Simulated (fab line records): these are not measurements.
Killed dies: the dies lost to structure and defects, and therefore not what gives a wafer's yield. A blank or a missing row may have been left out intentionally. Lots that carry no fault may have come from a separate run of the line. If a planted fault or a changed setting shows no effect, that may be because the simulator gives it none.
Which of the tools did it? -- flow n5 finfet -- 24 lots, 72 wafers sampled, at 6 steps of a route of 1938

WHAT THE GAUGES READ, wafer by wafer
The record lacks any reading of a measuring or inspecting step that a usual standard deviation could be used to judge.

EACH LOT AND THE TOOL THAT RAN IT (in order: tool; ch and the chambers of the sampled wafers; start)
lot,N5_PMOS_HMC_CHANNEL_EPI_EPI_26,N5_FIN_SAQP_MANDREL_ETCH_22,N5_FIN_SAQP_RECESS_75,N5_FIN_SAQP_ETCH_65,N5_FIN_SAQP_HM_OPEN_33,N5_FIN_SAQP_ETCH_64
L074,"epi rpcvd-01 ch 0, day 1 20:00","rie si-05 ch 0,1,3, day 1 22:23","vapor etch-01 ch 0,1, day 2 00:02","rie si-04 ch 0,2,3, day 2 01:42","rie diel-04 ch 0,1,3, day 2 03:13","rie si-04 ch 0,1,3, day 2 03:28"
L075,"epi rpcvd-02 ch 0, day 2 01:48","rie si-05 ch 0,3, day 2 03:49","vapor etch-01 ch 0,1, day 2 05:53","rie si-03 ch 0,3, day 2 07:13","rie diel-04 ch 1,3, day 2 08:52","rie si-04 ch 0,2,3, day 2 09:08"
L076,"epi rpcvd-01 ch 0, day 2 08:07","rie si-04 ch 0,1,3, day 2 10:31","vapor etch-01 ch 0,1, day 2 11:01","rie si-05 ch 0,1,3, day 2 12:31","rie diel-05 ch 2,3, day 2 14:57","rie si-05 ch 0,1,2, day 2 15:13"
L077,"epi rpcvd-03 ch 0, day 2 15:23","rie si-05 ch 1,2,3, day 2 17:45","vapor etch-02 ch 0,1, day 2 18:18","rie si-04 ch 2,3, day 2 19:38","rie diel-03 ch 1,2, day 2 21:13","rie si-04 ch 0,3, day 2 21:28"
L078,"epi rpcvd-02 ch 0, day 2 21:34","rie si-03 ch 0,1,2, day 2 23:44","vapor etch-02 ch 0,1, day 3 00:16","rie si-03 ch 0,1,3, day 3 01:43","rie diel-03 ch 0,2, day 3 03:56","rie si-04 ch 0,1,2, day 3 04:11"
L079,"epi rpcvd-03 ch 0, day 3 02:07","rie si-03 ch 2,3, day 3 05:29","vapor etch-01 ch 0,1, day 3 05:54","rie si-04 ch 1,2, day 3 07:52","rie diel-05 ch 1,2,3, day 3 09:19","rie si-03 ch 1,3, day 3 09:34"
L080,"epi rpcvd-01 ch 0, day 3 08:20","rie si-05 ch 0,1, day 3 10:22","vapor etch-01 ch 0,1, day 3 10:47","rie si-03 ch 0,2,3, day 3 12:14","rie diel-04 ch 0,2,3, day 3 13:42","rie si-04 ch 1,3, day 3 13:58"
L081,"epi rpcvd-01 ch 0, day 3 14:35","rie si-05 ch 1,2,3, day 3 16:42","vapor etch-01 ch 0,1, day 3 17:09","rie si-03 ch 0,3, day 3 18:36","rie diel-03 ch 1,2,3, day 3 20:13","rie si-04 ch 0,1, day 3 20:29"
L082,"epi rpcvd-03 ch 0, day 3 19:48","rie si-03 ch 0,1,3, day 3 21:44","vapor etch-01 ch 0,1, day 3 22:10","rie si-04 ch 0,1,2, day 3 23:39","rie diel-03 ch 0,1,3, day 4 01:05","rie si-03 ch 0,1,2, day 4 01:21"
L083,"epi rpcvd-01 ch 0, day 4 01:57","rie si-05 ch 2,3, day 4 03:54","vapor etch-01 ch 0,1, day 4 04:39","rie si-04 ch 0,1,3, day 4 08:14","rie diel-05 ch 1,2,3, day 4 09:54","rie si-05 ch 0,2,3, day 4 10:10"
L084,"epi rpcvd-03 ch 0, day 4 07:37","rie si-04 ch 0,3, day 4 09:43","vapor etch-02 ch 0, day 4 10:08","rie si-05 ch 2,3, day 4 11:37","rie diel-05 ch 1,2,3, day 4 13:05","rie si-04 ch 0,3, day 4 13:20"
L085,"epi rpcvd-03 ch 0, day 4 14:07","rie si-03 ch 0,1,3, day 4 17:55","vapor etch-02 ch 0,1, day 4 21:40","rie si-05 ch 0,1,3, day 5 04:19","rie diel-05 ch 0,2,3, day 5 09:11","rie si-05 ch 0,2,3, day 5 09:28"
L086,"epi rpcvd-03 ch 0, day 4 19:50","rie si-04 ch 0,1,2, day 5 03:48","vapor etch-02 ch 0,1, day 5 04:14","rie si-04 ch 1,2,3, day 5 08:16","rie diel-03 ch 0,2, day 5 11:58","rie si-05 ch 0,2,3, day 5 12:14"
L087,"epi rpcvd-03 ch 0, day 5 01:54","rie si-04 ch 0,2,3, day 5 07:08","vapor etch-02 ch 0,1, day 5 08:02","rie si-03 ch 1,2, day 5 10:26","rie diel-03 ch 0,1,2, day 5 12:17","rie si-04 ch 2,3, day 5 12:32"
L088,"epi rpcvd-01 ch 0, day 5 08:00","rie si-05 ch 0,1, day 5 11:35","vapor etch-01 ch 0,1, day 5 12:01","rie si-04 ch 2,3, day 5 14:11","rie diel-03 ch 1,2, day 5 17:30","rie si-04 ch 0,1,3, day 5 17:46"
L089,"epi rpcvd-02 ch 0, day 5 14:44","rie si-03 ch 1,3, day 5 18:21","vapor etch-02 ch 0,1, day 5 19:04","rie si-04 ch 1,3, day 5 20:24","rie diel-05 ch 2,3, day 5 23:07","rie si-05 ch 1,2,3, day 5 23:23"
L090,"epi rpcvd-01 ch 0, day 5 20:20","rie si-04 ch 0,1,2, day 5 23:47","vapor etch-02 ch 0, day 6 00:16","rie si-03 ch 1,2,3, day 6 01:44","rie diel-03 ch 0,1,2, day 6 03:12","rie si-04 ch 1,2, day 6 03:28"
L091,"epi rpcvd-03 ch 0, day 6 02:10","rie si-03 ch 0,2, day 6 04:17","vapor etch-01 ch 0,1, day 6 04:43","rie si-03 ch 0,3, day 6 06:32","rie diel-03 ch 0,3, day 6 08:09","rie si-03 ch 0,2,3, day 6 08:25"
L092,"epi rpcvd-03 ch 0, day 6 07:58","rie si-03 ch 1,3, day 6 10:02","vapor etch-01 ch 0,1, day 6 10:35","rie si-04 ch 0,3, day 6 13:37","rie diel-05 ch 1,2, day 6 15:25","rie si-03 ch 0,3, day 6 15:41"
L093,"epi rpcvd-01 ch 0, day 6 14:17","rie si-05 ch 0,1, day 6 17:26","vapor etch-02 ch 0,1, day 6 17:51","rie si-05 ch 1,3, day 6 19:19","rie diel-05 ch 0,1,2, day 6 20:59","rie si-04 ch 1,2,3, day 6 21:15"
L094,"epi rpcvd-03 ch 0, day 6 19:33","rie si-03 ch 0,2,3, day 6 21:39","vapor etch-02 ch 0,1, day 6 22:18","rie si-04 ch 1,2,3, day 6 23:47","rie diel-03 ch 0,1,3, day 7 01:20","rie si-04 ch 0,1,3, day 7 01:37"
L095,"epi rpcvd-03 ch 0, day 7 01:57","rie si-03 ch 2,3, day 7 04:03","vapor etch-02 ch 0,1, day 7 04:36","rie si-04 ch 0,2,3, day 7 06:29","rie diel-03 ch 1,2,3, day 7 08:11","rie si-05 ch 0,1,3, day 7 08:28"
L096,"epi rpcvd-02 ch 0, day 7 07:50","rie si-04 ch 0,1, day 7 09:46","vapor etch-01 ch 0,1, day 7 10:20","rie si-05 ch 0,1,3, day 7 11:41","rie diel-03 ch 0,1,2, day 7 13:07","rie si-04 ch 1,2,3, day 7 13:23"
L097,"epi rpcvd-02 ch 0, day 7 14:34","rie si-05 ch 0,1,2, day 7 16:52","vapor etch-02 ch 1, day 7 17:17","rie si-03 ch 0,1,2, day 7 18:44","rie diel-03 ch 0,1,3, day 7 21:36","rie si-05 ch 1,2, day 7 21:52"
- N5_PMOS_HMC_CHANNEL_EPI_EPI_26: deposits Si from SiH4/H2, target thk 3.8 nm, time 22.7 s.
- N5_FIN_SAQP_MANDREL_ETCH_22: etches a-Si in HBr/Cl2, stops on SiNx, target depth 60 nm, bt time 10 s, time 30 s.
- N5_FIN_SAQP_RECESS_75: chemistry HF/NH3, target SiO2, target depth 14.4 nm, afs cycles 3, sublimation time 60 s.
- N5_FIN_SAQP_ETCH_65: etches SiO2 in CF4, target depth 4 nm, time 4.4 s.
- N5_FIN_SAQP_HM_OPEN_33: chemistry CH3F/O2, target SiNx, target depth 49.4 nm, time 70.6 s.
- N5_FIN_SAQP_ETCH_64: etches SiO2 in CF4, target depth 1.5 nm.

AS READ BY THE TOOLS THEMSELVES (means over the sampled wafers that have a number; for cases with no such wafer, the mark the record gives instead)
N5_PMOS_HMC_CHANNEL_EPI_EPI_26. Usual: throttle valve pct reads 11.21 % (standard deviation 0.28).
lot,tool,throttle valve pct (%),flag
L074,epi rpcvd-01,10.83,
L075,epi rpcvd-02,11.38,
L076,epi rpcvd-01,10.90,
L077,epi rpcvd-03,11.46,
L078,epi rpcvd-02,11.37,
L079,epi rpcvd-03,11.19,
L080,epi rpcvd-01,10.97,
L081,epi rpcvd-01,11.01,
L082,epi rpcvd-03,11.32,
L083,epi rpcvd-01,10.86,
L084,epi rpcvd-03,11.53,
L085,epi rpcvd-03,11.45,
L086,epi rpcvd-03,11.32,
L087,epi rpcvd-03,11.31,
L088,epi rpcvd-01,10.87,
L089,epi rpcvd-02,11.44,
L090,epi rpcvd-01,10.88,
L091,epi rpcvd-03,11.36,
L092,epi rpcvd-03,11.37,
L093,epi rpcvd-01,10.91,
L094,epi rpcvd-03,11.39,
L095,epi rpcvd-03,11.41,
L096,epi rpcvd-02,11.28,
L097,epi rpcvd-02,11.32,

N5_FIN_SAQP_MANDREL_ETCH_22. Usual: HBr_flow_sccm 150.1 sccm, standard deviation 0.47; drypump motor current A 5.9 A, standard deviation 0.45; mfc cl2 sccm 79.97 sccm, standard deviation 0.23; oes product au 0.775 a.u., standard deviation 0.0099; throttle valve pct 35.3 %, standard deviation 0.45.
lot,tool,HBr_flow_sccm (sccm),drypump motor current A (A),mfc cl2 sccm (sccm),oes product au (a.u.),throttle valve pct (%),flag
L074,rie si-05,149.9,5.7,79.73,0.778,35.1,
L075,rie si-05,149.9,6.2,79.87,0.768,35.5,
L076,rie si-04,150.3,5.8,80.10,0.775,35.6,
L077,rie si-05,150.1,5.6,79.95,0.781,35.4,
L078,rie si-03,150.2,6.1,79.81,0.776,35.5,
L079,rie si-03,150.1,6.4,79.90,0.777,35.5,
L080,rie si-05,150.2,5.4,80.05,0.775,34.7,
L081,rie si-05,150.4,5.7,80.10,0.769,35.4,
L082,rie si-03,150.3,6.0,79.88,0.773,35.1,
L083,rie si-05,150.5,6.0,80.05,0.782,35.8,
L084,rie si-04,149.5,5.6,79.89,0.777,35.3,
L085,rie si-03,149.7,6.0,79.87,0.771,35.1,
L086,rie si-04,150.3,6.0,79.87,0.779,35.4,
L087,rie si-04,150.0,5.6,79.87,0.780,35.3,
L088,rie si-05,150.4,5.4,79.91,0.780,34.9,
L089,rie si-03,150.8,5.9,79.98,0.779,35.0,
L090,rie si-04,150.2,5.9,79.91,0.786,35.4,
L091,rie si-03,150.5,6.4,80.05,0.764,35.7,
L092,rie si-03,149.8,5.9,80.01,0.789,35.0,
L093,rie si-05,149.7,5.5,80.26,0.769,35.0,
L094,rie si-03,150.0,6.3,79.91,0.769,35.4,
L095,rie si-03,149.8,6.4,79.90,0.779,35.5,
L096,rie si-04,150.1,6.2,79.93,0.775,35.7,
L097,rie si-05,149.8,5.4,79.98,0.771,35.1,

N5_FIN_SAQP_RECESS_75. Usual: drypump motor current A 5.59 A, standard deviation 0.26; temp c 30.01 C, standard deviation 0.1.
lot,tool,drypump motor current A (A),temp c (C),flag
L074,vapor etch-01,5.65,29.88,
L075,vapor etch-01,5.66,29.89,
L076,vapor etch-01,5.62,30.02,
L077,vapor etch-02,5.42,30.04,
L078,vapor etch-02,5.66,29.87,
L079,vapor etch-01,5.62,30.02,
L080,vapor etch-01,5.67,30.10,
L081,vapor etch-01,5.62,30.05,
L082,vapor etch-01,5.62,29.96,
L083,vapor etch-01,5.66,30.06,
L084,vapor etch-02,5.88,29.98,
L085,vapor etch-02,5.43,30.04,
L086,vapor etch-02,5.41,30.07,
L087,vapor etch-02,5.66,29.95,
L088,vapor etch-01,5.62,29.98,
L089,vapor etch-02,5.44,30.02,
L090,vapor etch-02,5.91,29.93,
L091,vapor etch-01,5.68,30.07,
L092,vapor etch-01,5.65,30.07,
L093,vapor etch-02,5.44,30.00,
L094,vapor etch-02,5.41,30.06,
L095,vapor etch-02,5.66,30.11,
L096,vapor etch-01,5.63,30.15,
L097,vapor etch-02,5.21,29.87,

N5_FIN_SAQP_ETCH_65. Usual: drypump motor current A 5.9 A, standard deviation 0.42; oes product au 1.01 a.u., standard deviation 0.032; throttle valve pct 21.80 %, standard deviation 0.29.
lot,tool,drypump motor current A (A),oes product au (a.u.),throttle valve pct (%),flag
L074,rie si-04,5.6,1.03,21.72,
L075,rie si-03,6.2,0.99,21.55,
L076,rie si-05,5.8,1.01,21.81,
L077,rie si-04,5.6,1.04,21.79,
L078,rie si-03,6.0,1.00,21.49,
L079,rie si-04,6.2,1.01,21.97,
L080,rie si-03,6.2,0.98,21.76,
L081,rie si-03,6.1,0.97,21.49,
L082,rie si-04,6.0,1.01,21.76,
L083,rie si-04,5.8,1.01,21.86,
L084,rie si-05,5.7,1.01,22.02,
L085,rie si-05,5.8,1.02,21.87,
L086,rie si-04,5.8,1.02,21.93,
L087,rie si-03,6.0,1.00,21.70,
L088,rie si-04,5.6,1.05,21.80,
L089,rie si-04,6.1,1.00,22.06,
L090,rie si-03,6.2,1.01,21.76,
L091,rie si-03,6.2,0.99,21.55,
L092,rie si-04,5.5,1.03,21.82,
L093,rie si-05,5.6,1.03,21.87,
L094,rie si-04,5.8,1.02,21.94,
L095,rie si-04,5.6,1.04,21.72,
L096,rie si-05,5.8,1.01,21.87,
L097,rie si-03,6.1,0.99,21.70,

N5_FIN_SAQP_HM_OPEN_33. Usual: drypump motor current A 5.7 A, standard deviation 0.42; etch rf on time s 69.9 s, standard deviation 2; oes product au 0.66 a.u., standard deviation 0.081; rf vpp V 298 V, standard deviation 8.9; showerhead plenum p Torr 2.01 Torr, standard deviation 0.045; throttle valve pct 16.43 %, standard deviation 0.19.
lot,tool,drypump motor current A (A),etch rf on time s (s),oes product au (a.u.),rf vpp V (V),showerhead plenum p Torr (Torr),throttle valve pct (%),flag
L074,rie diel-04,5.5,69.0,0.68,305,2.03,16.45,
L075,rie diel-04,5.6,67.6,0.61,303,2.01,16.69,
L076,rie diel-05,5.6,70.1,0.65,294,2.01,16.44,
L077,rie diel-03,5.7,67.6,0.68,306,2.05,16.38,
L078,rie diel-03,5.5,71.3,0.61,299,2.03,16.48,
L079,rie diel-05,5.5,69.6,0.63,290,2.03,16.51,
L080,rie diel-04,5.5,68.4,0.67,302,2.02,16.40,
L081,rie diel-03,5.7,69.8,0.65,305,2.05,16.47,
L082,rie diel-03,5.9,71.4,0.63,299,2.03,16.46,
L083,rie diel-05,5.4,70.5,0.63,291,2.03,16.54,
L084,rie diel-05,5.5,70.9,0.62,291,2.03,16.53,
L085,rie diel-05,5.7,70.3,0.64,292,1.97,16.39,
L086,rie diel-03,5.7,71.1,0.58,292,2.00,16.53,
L087,rie diel-03,5.8,71.6,0.64,301,2.02,16.44,
L088,rie diel-03,5.7,69.1,0.65,306,2.04,16.45,
L089,rie diel-05,5.6,72.0,0.63,294,2.00,16.50,
L090,rie diel-03,5.8,71.9,0.63,300,2.02,16.45,
L091,rie diel-03,5.7,70.3,0.66,292,2.00,16.44,
L092,rie diel-05,5.3,68.9,0.78,289,2.04,16.35,
L093,rie diel-05,5.5,70.4,0.70,289,1.99,16.33,
L094,rie diel-03,5.9,69.1,0.70,301,2.02,16.36,
L095,rie diel-03,5.7,69.4,0.71,305,2.04,16.36,
L096,rie diel-03,5.8,71.2,0.62,300,2.01,16.46,
L097,rie diel-03,5.9,68.8,0.69,299,2.02,16.38,

N5_FIN_SAQP_ETCH_64. Usual: drypump motor current A 5.8 A, standard deviation 0.41; oes product au 1.015 a.u., standard deviation 0.03; throttle valve pct 21.79 %, standard deviation 0.27.
lot,tool,drypump motor current A (A),oes product au (a.u.),throttle valve pct (%),flag
L074,rie si-04,5.8,1.011,21.85,
L075,rie si-04,5.6,1.033,21.72,
L076,rie si-05,5.4,1.020,21.66,
L077,rie si-04,5.5,1.024,21.81,
L078,rie si-04,6.0,1.011,21.75,
L079,rie si-03,5.9,1.032,21.49,
L080,rie si-04,5.7,1.020,22.02,
L081,rie si-04,5.9,0.996,21.69,
L082,rie si-03,6.1,0.984,21.70,
L083,rie si-05,5.8,1.000,21.95,
L084,rie si-04,5.5,1.027,21.82,
L085,rie si-05,5.8,1.010,21.95,
L086,rie si-05,5.8,1.003,21.95,
L087,rie si-04,5.6,1.052,21.80,
L088,rie si-04,5.8,1.010,21.85,
L089,rie si-05,5.6,1.024,21.95,
L090,rie si-04,5.9,1.022,21.83,
L091,rie si-03,6.3,0.979,21.76,
L092,rie si-03,6.1,0.976,21.49,
L093,rie si-04,5.8,1.024,21.93,
L094,rie si-04,5.9,1.015,21.86,
L095,rie si-05,5.8,1.012,21.87,
L096,rie si-04,5.8,1.026,21.93,
L097,rie si-05,5.2,1.035,21.70,

THE ANSWER, worked out from the rows above alone
Rule: a lot counts as off when the mean over its wafers that have a number is more than 3 standard deviations away from the usual mean. Also off: a lot with no number at a reading for which 4 or more lots have one. The other lots that the step has rows for count as sound. Order of review: gauges by route order, followed by the tools' own readings, for which a lot's mean as printed above is used. At the first step where some lot is off, the reading lying furthest off is the one used; lots without a number count as furthest.
Nothing can be told from this: no lot is off at any reading shown.

WHAT THE SIMULATOR HAD INSERTED
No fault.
